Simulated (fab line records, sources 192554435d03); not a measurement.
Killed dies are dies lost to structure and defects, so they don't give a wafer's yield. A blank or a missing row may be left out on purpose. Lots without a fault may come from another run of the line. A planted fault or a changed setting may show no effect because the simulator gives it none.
fab line records | flow n5_finfet | part 2 of 2: steps 4 to 6 of 6
record lots=24 wafers=72 last_day=20
route steps=1938 shown BEOL_M2@857
lots that met no fault: from a run of the same line without faults
start_h: hours from the record's first day to the start of the lot's first wafer shown | wait_h: hours since the lot's step before | " the same as in the row above | L1.1+2: a row that stands for several wafers | - no value, or no start given | * or withheld: withheld | < > ~ a bound
route shown NAME@n: a module of which the file shows steps, and the number in the route of the first | usual: mean/standard deviation of fault-free wafers | same: alike in all rows | chamber/n: place in a boat | sites: the reading at each site | _std_site: their standard deviation | _edge_site: outer sites' mean less inner sites' | radius_mm: how far each site lies from the wafer's centre | mask NAME#n: copy n | behind: the tool/chamber that last shaped the wafer | hold: why the lot was held/for how many hours/how that ended | device: the transistor (n, p or np) that didn't switch | end of line: the same wafers' tests at the end of the route | a step without rows: its recipe alone | killed: dies lost to structure and defects at the first sort, not the wafer's yield | map: a wafer's dies, x killed, . not, _ none there
set.NAME: the setting as run; set.NAME@STEP: as run at that earlier step | model.NAME: the simulator's own value behind a step, which no gauge read
steps of the route over a sample of lots; a table a step, a row a wafer
services: from which hour (start_h, from the record's first day; less than 0 if before it) a tool's chamber was out of use, for how many hours, and why
## steps
# step N5_BEOL_M2_STRIP_97
# recipe chemistry=N2/H2 time_s=10 power_w=450 temp_c=40 pressure_mtorr=20 rf_frequency_hz=6e+07 bias_power_w=7 n2_flow_sccm=200 h2_flow_sccm=200
# usual drypump_motor_current_A=5.7/0.36 oes_product_au=0.81/0.092 rf_vpp_V=59.3/0.78 showerhead_plenum_p_Torr=2.59/0.068 throttle_valve_pct=23.4/0.33
# columns lot.wafer tool chamber start_h wait_h drypump_motor_current_A oes_product_au rf_hours_counter_h rf_vpp_V showerhead_plenum_p_Torr throttle_valve_pct
L074.2 rie_diel-01 3 - - 5.3 0.90 34 58.6 2.58 23.3
L074.4 " 0 " " 5.9 0.94 7 59.7 2.70 23.1
L074.6 " 3 " " 5.3 0.90 - 58.9 2.58 23.3
L075.2 rie_diel-04 0 - - 6.1 0.95 17 59.2 2.59 23.2
L075.4 " 2 " " 5.9 0.73 - 58.6 2.51 23.8
L075.5 " 1 " " 6.2 0.73 - 59.1 2.63 23.8
L076.3 rie_diel-04 1 - - 6.2 0.73 194 59.8 2.63 23.8
L076.4 " 1 " " 6.2 0.72 - 58.9 2.63 23.8
L076.5 " 0 " " 6.1 0.95 - 60.0 2.59 23.2
L077.1 rie_diel-01 0 - - 5.9 0.92 16 58.6 2.70 23.1
L077.5 " 1 " " 5.3 0.72 - 59.6 2.61 23.7
L077.6 " 0 " " 5.9 0.91 - 59.1 2.70 23.1
L078.1 rie_diel-06 1 - - 5.6 0.83 80 59.6 2.56 23.6
L078.4 " 3 " " 5.0 0.70 209 60.2 2.40 23.3
L078.5 " 3 " " 5.0 0.70 - 59.2 2.40 23.3
L079.1 rie_diel-04 0 - - 6.1 0.93 26 59.0 2.59 23.2
L079.2 " 1 " " 6.2 0.71 198 59.7 2.62 23.8
L079.3 " 3 " " 5.5 0.91 9 59.2 2.58 23.0
L080.1 rie_diel-04 3 - - 5.5 0.91 11 60.5 2.58 23.0
L080.2 " 2 " " 5.9 0.73 202 58.8 2.50 23.8
L080.4 " 1 " " 6.2 0.72 200 59.3 2.62 23.8
L081.2 rie_diel-06 0 - - 5.2 0.98 5 58.6 2.58 22.6
L081.3 " 2 " " 5.6 0.67 253 60.0 2.61 23.6
L081.4 " 1 " " 5.6 0.82 - 59.6 2.56 23.6
L082.3 rie_diel-04 2 - - 5.9 0.73 205 59.8 2.50 23.8
L082.5 " 2 " " 5.9 0.73 - 58.5 2.50 23.8
L082.6 " 1 " " 6.2 0.72 - 59.8 2.62 23.8
L083.1 rie_diel-04 1 - - 6.2 0.72 203 60.0 2.62 23.8
L083.3 " 2 " " 6.0 0.73 205 58.7 2.50 23.8
L083.5 " 2 " " 6.0 0.72 - 59.1 2.50 23.8
L084.3 rie_diel-01 2 - - 6.0 0.80 83 60.4 2.68 23.3
L084.5 " 3 " " 5.3 0.87 - 58.1 2.57 23.3
L084.6 " 2 " " 6.0 0.80 - 60.3 2.68 23.3
L085.3 rie_diel-01 2 - - 6.0 0.80 86 59.7 2.68 23.3
L085.4 " 1 " " 5.3 0.70 229 59.2 2.60 23.7
L085.6 " 3 " " 5.2 0.87 - 57.4 2.57 23.3
L086.2 rie_diel-04 1 - - 6.2 0.71 218 59.5 2.62 23.8
L086.3 " 0 " " 6.1 0.91 46 59.2 2.58 23.3
L086.5 " 0 " " 6.1 0.91 - 59.6 2.58 23.3
L087.1 rie_diel-01 0 - - 5.9 0.85 45 60.1 2.69 23.1
L087.2 " 3 " " 5.3 0.88 53 59.3 2.57 23.3
L087.5 " 2 " " 5.9 0.79 - 59.6 2.68 23.3
L088.1 rie_diel-01 3 - - 5.2 0.87 54 59.1 2.57 23.3
L088.3 " 0 " " 5.9 0.86 46 57.8 2.69 23.1
L088.6 " 2 " " 5.9 0.79 - 60.2 2.68 23.3
L090.4 rie_diel-04 0 - - 6.1 0.89 50 59.2 2.58 23.3
L090.5 " 3 " " 5.5 0.87 - 59.5 2.57 23.0
L090.6 " 2 " " 5.9 0.71 - 58.5 2.49 23.8
L089.2 rie_diel-06 2 - - 5.6 0.91 16 58.7 2.60 23.4
L089.3 " 3 " " 4.9 0.69 232 59.2 2.39 23.3
L089.5 " 3 " " 4.9 0.70 - 56.3 2.39 23.3
L092.3 rie_diel-01 3 - - 5.3 0.85 59 59.2 2.57 23.3
L092.4 " 2 " " 5.9 0.79 94 58.5 2.67 23.3
L092.5 " 1 " " 5.3 0.70 - 58.9 2.60 23.7
L091.2 rie_diel-04 2 - - 6.0 0.70 231 59.7 2.49 23.8
L091.4 " 3 " " 5.5 0.86 40 58.6 2.57 23.0
L091.6 " 2 " " 5.9 0.71 - 60.4 2.49 23.8
L093.1 rie_diel-06 3 - - 4.9 0.68 240 59.7 2.39 23.3
L093.2 " 2 " " 5.6 0.90 24 59.0 2.60 23.4
L093.6 " 3 " " 4.9 0.68 - 58.7 2.39 23.3
L094.1 rie_diel-01 2 - - 5.9 0.79 97 59.7 2.67 23.3
L094.2 " 3 " " 5.2 0.86 62 60.3 2.57 23.3
L094.6 " 0 " " 5.9 0.86 - 58.4 2.68 23.1
L096.1 rie_diel-04 1 - - 6.2 0.70 230 60.1 2.61 23.8
L096.2 " 3 " " 5.5 0.85 43 60.3 2.56 23.0
L096.4 " 2 " " 5.9 0.71 234 59.8 2.49 23.8
L095.2 rie_diel-01 0 - - 5.9 0.85 55 60.8 2.68 23.1
L095.3 " 3 " " 5.3 0.85 63 59.1 2.57 23.3
L095.6 " 2 " " 5.9 0.79 - 59.2 2.67 23.3
L097.1 rie_diel-04 1 - - 6.2 0.69 231 58.6 2.61 23.8
L097.2 " 2 " " 5.9 0.71 235 60.3 2.49 23.8
L097.4 " 3 " " 5.5 0.85 44 59.1 2.56 23.0
# step N5_BEOL_M2_CD_MEAS_35
# recipe target_cd_nm=18 target_cd_y_nm=22.2 polarity=opening
# usual cd_nm=18.1/0.33
# columns lot.wafer tool chamber start_h wait_h cd_nm
L074.2 cd_sem-01 - 148.41 0.0 18.3
L074.4 " - " " 17.9
L074.6 " - " " 17.9
L075.2 cd_sem-03 - 152.52 0.0 18.2
L075.4 " - " " 18.0
L075.5 " - " " 18.2
L076.3 cd_sem-01 - 164.44 0.0 17.8
L076.4 " - " " 18.4
L076.5 " - " " 18.0
L077.1 cd_sem-03 - 172.82 0.0 17.9
L077.5 " - " " 17.8
L077.6 " - " " 18.3
L078.1 cd_sem-01 - 177.11 0.0 18.3
L078.4 " - " " 18.0
L078.5 " - " " 17.7
L079.1 cd_sem-02 - 177.66 0.0 18.3
L079.2 " - " " 17.5
L079.3 " - " " 18.4
L080.1 cd_sem-02 - 184.56 0.0 18.5
L080.2 " - " " 18.8
L080.4 " - " " 18.1
L081.2 cd_sem-02 - 188.13 0.0 18.2
L081.3 " - " " 17.8
L081.4 " - " " 18.6
L082.3 cd_sem-03 - 192.78 0.0 17.5
L082.5 " - " " 18.2
L082.6 " - " " 17.8
L083.1 cd_sem-01 - 193.24 0.0 17.9
L083.3 " - " " 18.8
L083.5 " - " " 18.3
L084.3 cd_sem-03 - 233.44 0.0 18.4
L084.5 " - " " 18.6
L084.6 " - " " 18.5
L085.3 cd_sem-01 - 240.00 0.0 17.9
L085.4 " - " " 17.9
L085.6 " - " " 18.5
L086.2 cd_sem-03 - 240.14 0.0 18.2
L086.3 " - " " 18.3
L086.5 " - " " 18.4
L087.1 cd_sem-03 - 245.31 0.0 18.3
L087.2 " - " " 18.7
L087.5 " - " " 18.8
L088.1 cd_sem-01 - 248.89 0.0 18.2
L088.3 " - " " 17.6
L088.6 " - " " 18.7
L090.4 cd_sem-01 - 252.75 0.0 18.4
L090.5 " - " " 18.5
L090.6 " - " " 18.2
L089.2 cd_sem-02 - 253.23 0.0 17.6
L089.3 " - " " 17.7
L089.5 " - " " 18.0
L092.3 cd_sem-02 - 264.71 0.0 18.0
L092.4 " - " " 18.7
L092.5 " - " " 18.2
L091.2 cd_sem-02 - 270.36 0.0 18.0
L091.4 " - " " 18.3
L091.6 " - " " 17.9
L093.1 cd_sem-01 - 272.95 0.0 18.3
L093.2 " - " " 18.5
L093.6 " - " " 18.1
L094.1 cd_sem-03 - 276.18 0.0 18.4
L094.2 " - " " 18.0
L094.6 " - " " 18.8
L096.1 cd_sem-01 - 276.91 0.0 17.7
L096.2 " - " " 18.1
L096.4 " - " " 18.0
L095.2 cd_sem-02 - 279.27 0.0 18.1
L095.3 " - " " 18.2
L095.6 " - " " 17.9
L097.1 cd_sem-02 - 282.91 0.0 18.2
L097.2 " - " " 18.2
L097.4 " - " " 18.3
# step N5_BEOL_M2_PRE_CLEAN_60
# recipe gas=NH3/H2 time_s=15 temp_c=* rf_power_w=300
# usual heater_power_w=90/13
# columns lot.wafer tool chamber start_h wait_h heater_power_w
L074.2 cvd_co-01 2 152.67 0.0 98
L074.4 " 2 " " 98
L074.6 " 1 " " 67
L075.2 cvd_co-01 1 156.43 0.0 68
L075.4 " 0 " " 105
L075.5 " 2 " " 99
L076.3 cvd_co-01 1 168.24 0.0 67
L076.4 " 0 " " 102
L076.5 " 2 " " 100
L077.1 cvd_co-02 1 177.43 0.0 83
L077.5 " 1 " " 83
L077.6 " 0 " " 85
L078.1 cvd_co-01 1 181.23 0.0 67
L078.4 " 0 " " 103
L078.5 " 2 " " 100
L079.1 cvd_co-02 2 181.51 0.0 102
L079.2 " 0 " " 83
L079.3 " 1 " " 83
L080.1 cvd_co-02 2 189.53 1.5 99
L080.2 " 0 " " 84
L080.4 " 1 " " 84
L081.2 cvd_co-02 1 191.92 0.0 84
L081.3 " 2 " " 101
L081.4 " 2 " " 98
L082.3 cvd_co-02 1 196.26 0.0 84
L082.5 " 0 " " 86
L082.6 " 1 " " 84
L083.1 cvd_co-01 0 235.04 0.0 103
L083.3 " 2 " " 101
L083.5 " 1 " " 68
L084.3 cvd_co-02 0 237.89 0.0 85
L084.5 " 2 " " 101
L084.6 " 0 " " 87
L085.3 cvd_co-02 1 243.70 0.0 83
L085.4 " 1 " " 86
L085.6 " 2 " " 100
L086.2 cvd_co-02 0 243.98 0.0 84
L086.3 " 1 " " 85
L086.5 " 0 " " 84
L087.1 cvd_co-02 1 249.11 0.1 85
L087.2 " 2 " " 99
L087.5 " 2 " " 100
L088.1 cvd_co-01 2 254.31 1.3 100
L088.3 " 1 " " 69
L088.6 " 0 " " 100
L090.4 cvd_co-01 2 256.94 0.1 100
L090.5 " 0 " " 107
L090.6 " 1 " " 68
L089.2 cvd_co-02 1 257.19 0.0 85
L089.3 " 2 " " 99
L089.5 " 1 " " 84
L092.3 cvd_co-01 2 268.04 0.0 101
L092.4 " 2 " " 102
L092.5 " 0 " " 102
L091.2 cvd_co-01 2 275.10 0.0 103
L091.4 " 0 " " 104
L091.6 " 2 " " 103
L093.1 cvd_co-01 2 277.24 0.2 101
L093.2 " 1 " " 70
L093.6 " 2 " " 102
L094.1 cvd_co-01 0 279.89 0.0 106
L094.2 " 1 " " 68
L094.6 " 1 " " 68
L096.1 cvd_co-02 1 280.75 0.0 84
L096.2 " 0 " " 82
L096.4 " 1 " " 84
L095.2 cvd_co-02 2 283.10 0.0 101
L095.3 " 1 " " 85
L095.6 " 0 " " 84
L097.1 cvd_co-01 1 288.72 0.0 67
L097.2 " 0 " " 102
L097.4 " 1 " " 68
## services
# columns tool chamber start_h hours kind
cvd_co-01 1 114.67 - clean
rie_diel-04 3 130.10 - clean
rie_diel-04 3 130.10 - consumable_replace:focus_ring
rie_diel-04 3 130.10 23.7 scheduled_down
rie_diel-04 3 130.10 23.7 vent_cycle
rie_diel-06 0 130.10 4.0 repair
rie_diel-06 0 141.88 - clean
rie_diel-06 0 141.88 - consumable_replace:focus_ring
rie_diel-06 0 141.88 33.7 scheduled_down
rie_diel-06 0 141.88 33.7 vent_cycle
cvd_co-01 - 152.87 1.3 repair
rie_diel-01 3 156.77 43.4 repair
rie_diel-04 1 171.89 1.4 repair
rie_diel-06 3 181.80 17.0 repair
cvd_co-01 - 185.44 6.9 pm
cvd_co-01 1 196.74 8.7 repair
rie_diel-06 2 198.81 - clean
rie_diel-06 2 198.81 - consumable_replace:focus_ring
rie_diel-06 2 198.81 16.9 scheduled_down
rie_diel-06 2 198.81 16.9 vent_cycle
rie_diel-01 - 202.64 0.5 repair
cvd_co-02 - 251.00 6.0 pm
rie_diel-01 - 252.18 2.8 pm
cvd_co-02 - 264.18 0.8 repair
